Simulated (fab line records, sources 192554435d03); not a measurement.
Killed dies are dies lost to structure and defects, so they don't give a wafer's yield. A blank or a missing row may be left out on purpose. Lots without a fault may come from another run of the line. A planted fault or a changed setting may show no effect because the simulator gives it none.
Chamber matching | flow n5_finfet | N5_BEOL_M2_PRE_CLEAN_60 on cvd_co-02: 3 sister chambers
The step time 15 s. 14 wafers are shown with their chamber, then 7 later ones without.

WAFERS WITH THEIR CHAMBER
wafer  | chamber | heater_power_w (W) | rf_fwd_power_W (W)
L076.1 | 0       | 79                 | 297.0
L076.4 | 1       | 71                 | 298.8
L076.6 | 2       | 89                 | 296.7
L078.1 | 2       | 90                 | 297.5
L078.2 | 1       | 70                 | 298.0
L078.5 | 2       | 91                 | 298.1
L085.1 | 0       | 79                 | 298.5
L085.4 | 0       | 81                 | 298.3
L085.6 | 2       | 94                 | 297.0
L090.1 | 0       | 80                 | 295.3
L090.2 | 1       | 73                 | 297.1
L090.5 | 1       | 72                 | 297.1
L091.2 | 2       | 92                 | 298.1
L091.3 | 1       | 71                 | 299.9

SIGNATURES (means of the wafers above)
reading        | chamber 0 | chamber 1 | chamber 2 | scatter within a chamber
heater_power_w | 79.75     | 71.40     | 91.20     | 1.44
rf_fwd_power_W | 297.275   | 298.180   | 297.480   | 1.12
Rule: a wafer's distance from a chamber is the root of the sum, over the readings, of the square of ((its reading less the chamber's mean) divided by the reading's scatter). The wafer belongs to the nearest chamber; if the next one is less than 2 further off, it can't be placed. The scatter: the root of (the sum of the squares of (reading less its chamber's mean) over the shown wafers, divided by (wafers less chambers)).

WAFERS WITHOUT THEIR CHAMBER
wafer  | heater_power_w (W) | rf_fwd_power_W (W)
L091.6 | 80                 | 297.2
L094.2 | 94                 | 296.9
L094.3 | 72                 | 297.2
L094.5 | 70                 | 298.3
L096.1 | 93                 | 298.4
L096.3 | 80                 | 299.2
L096.5 | 94                 | 296.7

WHICH CHAMBER EACH WENT THROUGH
wafer  | from the rows above | in truth
L091.6 | 0                   | 0
L094.2 | 2                   | 2
L094.3 | 1                   | 1
L094.5 | 1                   | 1
L096.1 | 2                   | 2
L096.3 | 0                   | 0
L096.5 | 2                   | 2
Placed correctly: 7 of 7. Can't be placed from these rows: 0. Placed wrongly: 0.
